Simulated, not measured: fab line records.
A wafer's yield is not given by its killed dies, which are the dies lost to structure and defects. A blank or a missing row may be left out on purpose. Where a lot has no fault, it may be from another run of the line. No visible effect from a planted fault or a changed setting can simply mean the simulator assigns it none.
Which tool is to blame? -- flow n5-finfet -- 8 lots with 24 wafers sampled at 7 steps, on a route of 1938 steps

WHAT EACH GAUGE READ, for each wafer
N5_MOL_CONTACT_COAG_CD_MEAS_137: the cd target is 16 nm.
lot,measured,on,cd-nm (nm)
L438,day 7 09:40,cd-sem-02,- - -
L439,day 7 16:08,cd-sem-01,- - -
L443,day 8 18:05,cd-sem-03,15.7 15.7 15.8
L445,day 9 02:12,cd-sem-03,16.1 16.4 16.4
L447,day 9 18:38,cd-sem-03,16.1 15.8 16.0
L449,day 10 07:58,cd-sem-02,16.0 15.7 15.8
L450,day 10 10:11,cd-sem-01,16.7 16.3 15.8
L452,day 10 20:45,cd-sem-02,16.6 16.3 15.7

N5_BEOL_M4_RC_MEAS_101.
lot,measured,on,DIBL_N (mV/V),DIBL_P (mV/V),IOFF_N (nA/um),IOFF_P (nA/um),ION_N (uA/um),ION_P (uA/um),SS_N (mV/dec),SS_P (mV/dec),VT_N (mV),VT_P (mV)
L443,day 11 04:51,prober-01,34.9 34.6 34.2,35.3 34.7 35.1,0.141 0.142 0.134,0.21 0.21 0.21,672 671 673,466 473 463,71.2 70.9 70.0,72.7 72.8 72.3,251 252 249,-248 -251 -251
L445,day 11 22:31,prober-01,37.7 34.0 33.2,38.3 33.9 32.5,0.189 0.121 0.106,0.22 0.17 0.14,685 668 656,463 460 452,71.8 71.3 70.4,74.0 72.1 72.6,249 255 255,-252 -254 -257
L447,day 12 03:19,prober-01,38.5 35.8 35.6,39.8 34.5 36.1,0.191 0.137 0.146,0.25 0.17 0.18,679 663 683,463 454 466,72.1 71.6 71.5,73.7 73.0 73.1,248 252 251,-248 -252 -255
L449,day 12 19:14,prober-02,36.4 39.3 37.4,33.2 36.0 35.8,0.145 0.208 0.170,0.16 0.19 0.20,671 659 685,454 443 459,71.8 72.7 71.3,73.0 73.9 73.8,253 249 249,-257 -253 -250
L450,day 13 02:19,prober-01,38.6 37.8 38.0,41.2 39.5 39.9,0.200 0.181 0.183,0.27 0.24 0.25,678 684 682,464 462 472,72.5 71.2 72.0,74.2 73.9 74.1,245 247 250,-247 -249 -247
L452,day 13 22:43,prober-02,34.5 35.1 35.3,34.1 35.6 35.2,0.145 0.163 0.164,0.19 0.21 0.21,673 687 692,471 470 469,70.7 70.5 70.9,72.4 72.9 72.9,249 246 247,-249 -247 -247

WHICH TOOL RAN EACH LOT (tool, then ch and the chambers of the sampled wafers, then the start)
lot,N5_MOL_CONTACT_COAG_ANNEAL_113,N5_MOL_CONTACT_COAG_PRE_CLEAN_142,N5_MOL_CONTACT_COAG_ALD_123,N5_MOL_CONTACT_COAG_ETCH_90,N5_MOL_CONTACT_COAG_ETCHBACK_132
L438,"rtp-anneal-01 ch 0, day 7 02:08","pvd-sputter-03, day 7 03:59","ald-sin-01 ch 0,1,3, day 7 07:35","rie-diel-05 ch 1,2,3, day 7 08:53","rie-diel-05 ch 0,2,3, day 7 09:10"
L439,"rtp-anneal-01 ch 0, day 7 10:06","pvd-sputter-01, day 7 11:15","ald-sin-04 ch 0,1,3, day 7 14:22","rie-diel-06 ch 0,1,3, day 7 15:23","rie-diel-06 ch 0,1,3, day 7 15:39"
L443,"rtp-anneal-02 ch 0, day 8 08:26","pvd-sputter-03, day 8 11:13","ald-sin-04 ch 1,3, day 8 15:55","rie-diel-06 ch 0,2,3, day 8 17:07","rie-diel-03 ch 0,1,3, day 8 17:35"
L445,"rtp-anneal-01 ch 0, day 8 19:12","pvd-sputter-03, day 8 20:26","ald-sin-04 ch 0,1,3, day 9 00:00","rie-diel-05 ch 0,1,2, day 9 01:08","rie-diel-05 ch 0,1,3, day 9 01:43"
L447,"rtp-anneal-01 ch 0, day 9 11:38","pvd-sputter-02, day 9 13:31","ald-sin-01 ch 0,2,3, day 9 16:34","rie-diel-05 ch 0,1,3, day 9 17:46","rie-diel-05 ch 0,1,3, day 9 18:06"
L449,"rtp-anneal-02 ch 0, day 10 01:07","pvd-sputter-03, day 10 02:29","ald-sin-02 ch 0,1,2, day 10 05:47","rie-diel-05 ch 0,1,3, day 10 06:56","rie-diel-03 ch 1,2,3, day 10 07:27"
L450,"rtp-anneal-01 ch 0, day 10 01:50","pvd-sputter-01, day 10 04:32","ald-sin-01 ch 0,1,3, day 10 08:21","rie-diel-06 ch 1,2,3, day 10 09:25","rie-diel-03 ch 1,2, day 10 09:41"
L452,"rtp-anneal-01 ch 0, day 10 13:02","pvd-sputter-02, day 10 15:27","ald-sin-01 ch 0,1,2, day 10 18:25","rie-diel-06 ch 1,3, day 10 19:45","rie-diel-03 ch 0,1,2, day 10 20:16"
- N5_MOL_CONTACT_COAG_ANNEAL_113: time 300 s.
- N5_MOL_CONTACT_COAG_PRE_CLEAN_142: time 60 s.
- N5_MOL_CONTACT_COAG_ALD_123: deposits SiNx, target thk 5 nm, pulse time 1 s, purge time 2 s.
- N5_MOL_CONTACT_COAG_ETCH_90: etches SiARC in CF4, target depth 13 nm, time 21.7 s.
- N5_MOL_CONTACT_COAG_ETCHBACK_132: etches SiO2 in CHF3, target depth 10 nm, time 6.7 s.

WHAT THE TOOLS THEMSELVES READ (means of the sampled wafers that have a number; where no wafer has one, the mark that the record gives instead)
N5_MOL_CONTACT_COAG_ANNEAL_113.
lot,tool,lamp-power-pct (%),wafer_temp_C_max
L438,rtp-anneal-01,2.50,402.3
L439,rtp-anneal-01,2.50,401.2
L443,rtp-anneal-02,2.91,401.6
L445,rtp-anneal-01,2.50,401.7
L447,rtp-anneal-01,2.50,401.9
L449,rtp-anneal-02,2.91,401.7
L450,rtp-anneal-01,2.51,401.9
L452,rtp-anneal-01,2.50,401.7

N5_MOL_CONTACT_COAG_PRE_CLEAN_142.
lot,tool,heater-power-w (W)
L438,pvd-sputter-03,499
L439,pvd-sputter-01,538
L443,pvd-sputter-03,493
L445,pvd-sputter-03,501
L447,pvd-sputter-02,526
L449,pvd-sputter-03,501
L450,pvd-sputter-01,531
L452,pvd-sputter-02,467

N5_MOL_CONTACT_COAG_ALD_123.
lot,tool,heater-power-w (W),precursor-pulse-height-rel
L438,ald-sin-01,836,1.012
L439,ald-sin-04,795,0.979
L443,ald-sin-04,836,0.992
L445,ald-sin-04,809,0.992
L447,ald-sin-01,857,1.003
L449,ald-sin-02,835,0.995
L450,ald-sin-01,824,0.999
L452,ald-sin-01,813,0.984

N5_MOL_CONTACT_COAG_ETCH_90.
lot,tool,bias-w (W),cf4-flow-sccm (sccm),drypump-motor-current-A (A),etch-rf-on-time-s (s),oes-product-au (a.u.),rf-vpp-V (V),showerhead-plenum-p-Torr (Torr),throttle-valve-pct (%)
L438,rie-diel-05,-,-,-,-,-,-,-,-
L439,rie-diel-06,-,-,-,-,-,-,-,-
L443,rie-diel-06,35.97,100.02,5.7,22.0,0.68,184.5,2.17,15.58
L445,rie-diel-05,36.03,100.28,5.5,21.5,0.63,184.0,2.15,15.58
L447,rie-diel-05,36.01,99.80,5.4,21.4,0.67,184.4,2.11,15.67
L449,rie-diel-05,35.99,99.90,5.4,21.4,0.66,184.9,2.11,15.67
L450,rie-diel-06,35.96,99.98,5.8,22.0,0.68,184.9,2.15,15.45
L452,rie-diel-06,36.03,99.89,5.7,21.4,0.63,184.3,2.10,15.48

N5_MOL_CONTACT_COAG_ETCHBACK_132.
lot,tool,drypump-motor-current-A (A),oes-product-au (a.u.),rf-vpp-V (V),showerhead-plenum-p-Torr (Torr),throttle-valve-pct (%)
L438,rie-diel-05,5.5,0.30,527,2.39,18.59
L439,rie-diel-06,5.6,0.28,527,2.37,18.57
L443,rie-diel-03,5.7,0.89,531,2.35,18.68
L445,rie-diel-05,5.4,0.78,521,2.35,18.80
L447,rie-diel-05,5.4,0.78,521,2.35,18.81
L449,rie-diel-03,5.7,0.84,530,2.34,18.70
L450,rie-diel-03,5.9,0.79,529,2.32,18.73
L452,rie-diel-03,5.9,0.81,528,2.33,18.75

THE ANSWER, worked out from the rows above alone
Rule: usual is defined by the lots themselves. Put in order of their means at a reading, lots are off if they are a third of the lots or fewer, leave a main group of 4 or more, and stand apart from it by a gap of 3 or more times the standard deviation of the main group's means; of several such gaps the widest counts. The tables above print the reading to a certain number of digits; a main group whose means all agree to those digits is not used. A lot without any number at a reading at which 4 lots or more have one is off too. Where the step has rows for the other lots, those lots are counted as sound. First the gauges in route order, then the tools' own readings, where a lot's mean is used as printed above. The first step at which some lot is off is used, and at that step the reading that is off furthest; a lot without a number counts as furthest.
Off at N5_MOL_CONTACT_COAG_CD_MEAS_137 (cd-nm): L438, L439. Without a number there: L438, L439. The main group: mean 16.1 nm, standard deviation 0.22.
A tool fits if, at a process step before that reading, it ran every lot that is off, and no sound lot after the first of them. Not tried: the gauges at N5_MOL_CONTACT_COAG_CD_MEAS_137; whatever is off there is also off at N5_MOL_CONTACT_COAG_ETCH_90, on other tools, and gauge error can't account for it. Of those tried, none fits.

WHAT THE SIMULATOR HAD PUT IN
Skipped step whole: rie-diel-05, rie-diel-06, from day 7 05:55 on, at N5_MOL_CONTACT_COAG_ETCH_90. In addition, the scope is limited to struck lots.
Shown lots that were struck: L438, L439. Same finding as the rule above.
